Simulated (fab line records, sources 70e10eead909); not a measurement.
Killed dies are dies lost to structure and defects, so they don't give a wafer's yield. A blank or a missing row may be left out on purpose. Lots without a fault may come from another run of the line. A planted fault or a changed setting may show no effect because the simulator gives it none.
One fault seen from 2 desks | flow nand_harc | each desk has only its own numbers; what lay behind them comes last

THE METROLOGY DESK
What the gauges read, lot by lot, whatever tool the lot ran on: means of the sampled wafers that have a number. A lot is out of limits, marked OUT, if its mean lies more than 4 standard deviations from the usual mean; the brackets give that distance.
Columns: A = thk_nm at NHARC_A_SGD_CUT_THK_MEAS_22, usual 148.2 nm; B = cd_nm at NHARC_A_SLIT_CD_MEAS_09, usual 300.1 nm
lot  | first seen here | A     | B
L748 | day 19 21:49    | 149.6 | 300.1
L749 | day 20 12:44    | 147.7 | 300.0
L750 | day 20 12:44    | 148.8 | 300.1
L751 | day 21 06:32    | 148.9 | 300.7
L752 | day 21 18:23    | 148.1 | 300.4
L754 | day 23 00:41    | 148.6 | 300.0
L757 | day 23 11:17    | 149.1 | 299.2
L759 | day 24 00:52    | 147.6 | 299.8
L763 | day 26 09:58    | 149.1 | 299.7
L764 | day 26 09:58    | 146.9 | 300.3
L765 | day 26 18:59    | 146.6 | 300.2
L766 | day 27 14:19    | 147.6 | 299.5
L767 | day 27 14:19    | 149.0 | 300.2
L768 | day 28 02:47    | 147.8 | 300.9
L770 | day 29 03:59    | 146.8 | 300.4
This desk's finding: nothing out of limits on any of the 15 lots.

THE TOOL OWNER'S DESK: rie_diel-02
The tool's own readings at NHARC_A_SLIT_ETCH_29 (etches the open film in CF4/O2, target depth 100 nm, overetch 10 nm, time 55 s): means of the sampled wafers that have a number, for each lot that ran on this tool. A lot is out of limits, marked OUT, if its mean lies more than 4 standard deviations from the usual mean; the brackets give that distance. Of its 8 readings 7 are shown: the one that was out of limits first, and those that lie furthest out on some lot.
Columns: A = mfc_ar_sccm at NHARC_A_SLIT_ETCH_29, usual 0.011 sccm; B = oes_product_au at NHARC_A_SLIT_ETCH_29, usual 1.002 a.u.; C = rf_fwd_power_W at NHARC_A_SLIT_ETCH_29, usual 296.8 W; D = rf_vpp_V at NHARC_A_SLIT_ETCH_29, usual 197.9 V; E = run_length_s at NHARC_A_SLIT_ETCH_29, usual 76.3 s; F = showerhead_plenum_p_Torr at NHARC_A_SLIT_ETCH_29, usual 1.34 Torr; G = throttle_valve_pct at NHARC_A_SLIT_ETCH_29, usual 13.397 %
lot  | first seen here | A     | B     | C     | D     | E               | F    | G
L750 | day 21 02:44    | 0.012 | 1.006 | 296.8 | 197.3 | 76.0            | 1.30 | 13.402
L754 | day 23 16:51    | 0.007 | 1.000 | 297.1 | 196.9 | 74.2 (-5.1) OUT | 1.27 | 13.393
L757 | day 23 22:35    | 0.007 | 1.010 | 297.9 | 196.4 | 74.5 (-4.6) OUT | 1.25 | 13.401
L759 | day 24 13:38    | 0.037 | 0.999 | 295.7 | 199.4 | 73.7 (-6.6) OUT | 1.39 | 13.401
L767 | day 28 01:45    | 0.012 | 0.976 | 297.8 | 197.5 | 75.9            | 1.31 | 13.410
L768 | day 28 21:23    | 0.012 | 0.992 | 298.0 | 197.3 | 76.0            | 1.31 | 13.383
L770 | day 29 23:22    | 0.022 | 1.018 | 296.6 | 197.8 | 76.2            | 1.30 | 13.399
This desk's finding: out of limits on L754, L757, L759; first on L754, day 23 16:51 (run_length_s at NHARC_A_SLIT_ETCH_29). In limits: L750, L767, L768, L770.

PUT TOGETHER
The tool owner's desk could have raised an alarm at day 23 16:51, on L754, L757, L759.
The metrology desk saw nothing out of limits.
The metrology desk has L754, L757, L759 on record, within its limits.
Of the lots named, all ran NHARC_A_SLIT_ETCH_29 on rie_diel-02.

WHAT THE SIMULATOR HAD PUT IN
Process parameter drift: rie_diel-02, from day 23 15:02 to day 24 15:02, at NHARC_A_SLIT_ETCH_29. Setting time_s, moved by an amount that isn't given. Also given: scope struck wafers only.
Lots struck among those shown: L754, L757, L759.
Hours from the fault's start to each desk's first reading out of limits: the tool owner's desk, 2.
